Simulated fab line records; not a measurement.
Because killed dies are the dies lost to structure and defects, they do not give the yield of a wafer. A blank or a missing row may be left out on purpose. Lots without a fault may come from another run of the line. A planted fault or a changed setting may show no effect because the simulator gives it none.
Commonality check across tools	flow nand-harc	Sampled: 8 lots, 24 wafers

== THE REASON FOR OPENING IT ==
On 3 of the 8 lots, a flag is raised at NHARC_END_SORT_01 on the reading killed-at-periphery. Fault-free wafers read 3.5, with a standard deviation of 2.2.
Rule: a lot gets a flag if all its wafers with a number sit over 4 standard deviations from that mean, or if no wafer of it has a number. The other lots count as sound.

lot	measured	on	killed-at-periphery, wafer by wafer	flag
L445	day 24 18:43	prober-01	6 3 2	
L448	day 26 01:46	prober-02	0 3 3	
L455	day 29 00:20	prober-01	3 2 1	
L457	day 29 05:50	prober-01	71 64 36	FLAGGED
L458	day 29 20:34	prober-01	4 5 3	
L460	day 30 11:17	prober-02	38 68 55	FLAGGED
L459	day 30 19:10	prober-02	63 68 53	FLAGGED
L468	day 33 18:53	prober-02	3 1 4	
On average the flagged lots' numbers are 57.3, which is +53.8 against the usual, or +24 standard deviations.

== LOT BY LOT: THE TOOL USED ==
The record holds 4 process steps before the reading, out of a route of 1302 steps. Every cell lists first the tool, next ch and the chambers used by the sampled wafers, and last the start.
lot	flag	NHARC_P_BONDPAD_ETCH_24	NHARC_THIN_TSV_STRIP_45	NHARC_THIN_TSV_CMP_21	NHARC_THIN_TSV_ETCH_59
L445		rie-diel-13 ch 1,2,3, day 6 16:04	plasma-asher-02 ch 0,1, day 24 03:05	cmp-04 ch 0,1,2, day 24 06:26	rie-metal-02 ch 0,1, day 24 08:15
L448		rie-diel-08 ch 0,2,3, day 7 19:13	plasma-asher-01 ch 0, day 25 11:47	cmp-04 ch 0,1, day 25 15:06	rie-metal-01 ch 0,1, day 25 16:50
L455		rie-diel-13 ch 0,2,3, day 11 02:18	plasma-asher-01 ch 0,1, day 28 08:07	cmp-04 ch 2,3, day 28 11:20	rie-metal-01 ch 0,1, day 28 13:17
L457	FLAGGED	rie-diel-13 ch 0,1,3, day 11 17:37	plasma-asher-01 ch 0,1, day 28 17:18	cmp-03 ch 1,3, day 28 20:35	rie-metal-02 ch 0,1, day 28 22:20
L458		rie-diel-03 ch 1,2,3, day 12 03:07	plasma-asher-01 ch 0,1, day 29 06:41	cmp-02 ch 0,2,3, day 29 09:59	rie-metal-03 ch 0,1, day 29 11:46
L460	FLAGGED	rie-diel-13 ch 1,2,3, day 13 00:08	plasma-asher-02 ch 0,1, day 29 18:16	cmp-02 ch 1,2,3, day 29 21:38	rie-metal-02 ch 0,1, day 29 23:22
L459	FLAGGED	rie-diel-13 ch 0,2,3, day 12 22:49	plasma-asher-02 ch 0,1, day 30 04:52	cmp-03 ch 0,1,2, day 30 08:29	rie-metal-01 ch 0,1, day 30 10:23
L468		rie-diel-13 ch 1,2,3, day 16 02:22	plasma-asher-01 ch 0,1, day 33 04:55	cmp-03 ch 0,2,3, day 33 08:11	rie-metal-03 ch 0,1, day 33 10:02
What the steps here do:
- NHARC_P_BONDPAD_ETCH_24: etches the open film in CF4/N2, target depth 30 nm, time 72.99 s.
- NHARC_THIN_TSV_STRIP_45: strips in O2.
- NHARC_THIN_TSV_CMP_21: polishes, t overpolish 30 s, target thk 2000 nm.
- NHARC_THIN_TSV_ETCH_59: etches the open film in Cl2/BCl3, target depth 880 nm, time 138.1 s.
- NHARC_END_SORT_01

== FLAGGED OVER TOTAL, TOOL BY TOOL (the gauges that took the reading come last) ==
step	tool	lots run	flagged	share of the flagged lots	sound lots run after its first flagged lot
NHARC_P_BONDPAD_ETCH_24	rie-diel-03	1	0	none	-
NHARC_P_BONDPAD_ETCH_24	rie-diel-08	1	0	none	-
NHARC_P_BONDPAD_ETCH_24	rie-diel-13	6	3	all	1 (L468)
NHARC_THIN_TSV_STRIP_45	plasma-asher-01	5	1	some	2 (L458,L468)
NHARC_THIN_TSV_STRIP_45	plasma-asher-02	3	2	some	0
NHARC_THIN_TSV_CMP_21	cmp-02	2	1	some	0
NHARC_THIN_TSV_CMP_21	cmp-03	3	2	some	1 (L468)
NHARC_THIN_TSV_CMP_21	cmp-04	3	0	none	-
NHARC_THIN_TSV_ETCH_59	rie-metal-01	3	1	some	0
NHARC_THIN_TSV_ETCH_59	rie-metal-02	3	2	some	0
NHARC_THIN_TSV_ETCH_59	rie-metal-03	2	0	none	-
NHARC_END_SORT_01	prober-01	4	1	some	1 (L458)
NHARC_END_SORT_01	prober-02	4	2	some	1 (L468)

== THE TABLE: WHAT IT ALLOWS ==
1 row of the table ran every flagged lot: rie-diel-13 at NHARC_P_BONDPAD_ETCH_24.
- rie-diel-13 at NHARC_P_BONDPAD_ETCH_24: 3 of its 6 lots flagged. Sound lots followed the first flagged one (L468) on it, something a lasting fault affecting the whole tool could not allow.
Every row of the table either missed a flagged lot or ran a sound lot after the first.

== WHAT THE SIMULATOR HAD INSERTED ==
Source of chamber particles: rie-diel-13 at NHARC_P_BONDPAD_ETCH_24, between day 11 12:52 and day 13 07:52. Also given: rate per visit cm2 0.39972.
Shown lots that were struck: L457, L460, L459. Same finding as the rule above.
